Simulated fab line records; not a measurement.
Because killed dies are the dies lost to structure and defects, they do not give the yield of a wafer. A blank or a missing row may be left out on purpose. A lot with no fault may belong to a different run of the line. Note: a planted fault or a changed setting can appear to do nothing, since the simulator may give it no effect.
Chamber matching | flow nand-harc | NHARC_A_CHANNEL_FILL_D1_ALD_16 on ald-hk-03: 4 sister chambers
The step deposits SiO2, target thk 1.5 nm, pulse time 10 s, ald cycles 15. 4 wafers are shown with their chamber, then 7 later ones without.

== EACH WAFER AND ITS CHAMBER ==
wafer  | chamber | heater-power-w (W)
L622.2 | 3       | 508
L622.6 | 1       | 478
L629.2 | 0       | 503
L629.4 | 2       | 464

== WAFERS WHOSE CHAMBER IS MISSING ==
wafer  | heater-power-w (W)
L629.5 | 461
L634.3 | 481
L634.5 | 482
L634.6 | 463
L637.1 | 512
L637.4 | 473
L637.6 | 479

== WHICH CHAMBER EACH WENT THROUGH ==
wafer  | from the rows above     | in truth
L629.5 | 2                       | 2
L634.3 | 1                       | 1
L634.5 | 1                       | 1
L634.6 | 2                       | 2
L637.1 | can't be placed: 3 or 0 | 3
L637.4 | can't be placed: 1 or 2 | 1
L637.6 | 1                       | 1
5 of 7 placed correctly. Cannot be placed on the basis of these rows: 2; the candidates contain the true chamber in 2. Wrongly placed: 0.
How it was worked out, from the rows above alone: a wafer's distance from a chamber is the root of the sum, over the readings, of the square of ((its reading less the chamber's mean) divided by the reading's scatter). The wafer belongs to the nearest chamber; if the next one is less than 2 further off, it can't be placed. A chamber's mean is the mean of its shown wafers. The scatter: root of mean squared gap, hidden wafer to nearest shown wafer, with one shown wafer a chamber.
